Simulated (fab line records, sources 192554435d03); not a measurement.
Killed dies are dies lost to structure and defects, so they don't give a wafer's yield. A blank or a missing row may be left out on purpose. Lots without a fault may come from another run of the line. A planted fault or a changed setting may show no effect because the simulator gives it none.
Chamber matching | flow n5_finfet | N5_BEOL_M8_DESCUM_16 on rie_diel-03: 4 sister chambers
The step chemistry O2, time 7.9 s. 16 wafers are shown with their chamber, then 8 later ones without.

WAFERS WITH THEIR CHAMBER
wafer  | chamber | showerhead_plenum_p_Torr (Torr) | drypump_motor_current_A (A) | oes_product_au (a.u.)
L074.3 | 3       | 2.04                            | 5.92                        | 0.74
L074.4 | 0       | 2.15                            | 5.10                        | 0.69
L074.5 | 3       | 2.05                            | 5.93                        | 0.74
L076.2 | 0       | 2.15                            | 5.09                        | 0.68
L076.3 | 3       | 2.04                            | 5.86                        | 0.73
L076.6 | 1       | 2.04                            | 5.22                        | 0.79
L077.1 | 3       | 2.04                            | 5.92                        | 0.74
L077.3 | 1       | 2.04                            | 5.22                        | 0.78
L077.6 | 3       | 2.04                            | 5.89                        | 0.73
L078.1 | 1       | 2.04                            | 5.22                        | 0.78
L078.5 | 1       | 2.04                            | 5.22                        | 0.79
L078.6 | 2       | 2.11                            | 5.73                        | 0.89
L080.2 | 3       | 2.04                            | 5.93                        | 0.73
L080.4 | 3       | 2.04                            | 5.95                        | 0.73
L080.6 | 1       | 2.04                            | 5.23                        | 0.79
L081.2 | 1       | 2.04                            | 5.21                        | 0.78

SIGNATURES (means of the wafers above)
reading                  | chamber 0 | chamber 1 | chamber 2 | chamber 3 | scatter within a chamber
showerhead_plenum_p_Torr | 2.1500    | 2.0400    | 2.1100    | 2.0414    | 0.00267
drypump_motor_current_A  | 5.0950    | 5.2200    | 5.7300    | 5.9143    | 0.0216
oes_product_au           | 0.6850    | 0.7850    | 0.8900    | 0.7343    | 0.00556
Rule: a wafer's distance from a chamber is the root of the sum, over the readings, of the square of ((its reading less the chamber's mean) divided by the reading's scatter). The wafer belongs to the nearest chamber; if the next one is less than 2 further off, it can't be placed. The scatter: the root of (the sum of the squares of (reading less its chamber's mean) over the shown wafers, divided by (wafers less chambers)).

WAFERS WITHOUT THEIR CHAMBER
wafer  | showerhead_plenum_p_Torr (Torr) | drypump_motor_current_A (A) | oes_product_au (a.u.)
L081.3 | 2.15                            | 5.12                        | 0.95
L081.4 | 2.04                            | 5.87                        | 0.72
L083.1 | 2.11                            | 5.69                        | 0.84
L083.4 | 2.15                            | 5.09                        | 0.93
L083.5 | 2.11                            | 5.70                        | 0.84
L086.1 | 2.03                            | 5.20                        | 0.77
L086.3 | 2.15                            | 5.08                        | 0.90
L086.4 | 2.03                            | 5.88                        | 0.72

WHICH CHAMBER EACH WENT THROUGH
wafer  | from the rows above | in truth
L081.3 | 2                   | 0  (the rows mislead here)
L081.4 | 3                   | 3
L083.1 | 2                   | 2
L083.4 | 2                   | 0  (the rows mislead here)
L083.5 | 2                   | 2
L086.1 | 1                   | 1
L086.3 | 2                   | 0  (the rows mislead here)
L086.4 | 3                   | 3
Placed correctly: 5 of 8. Can't be placed from these rows: 0. Placed wrongly: 3.
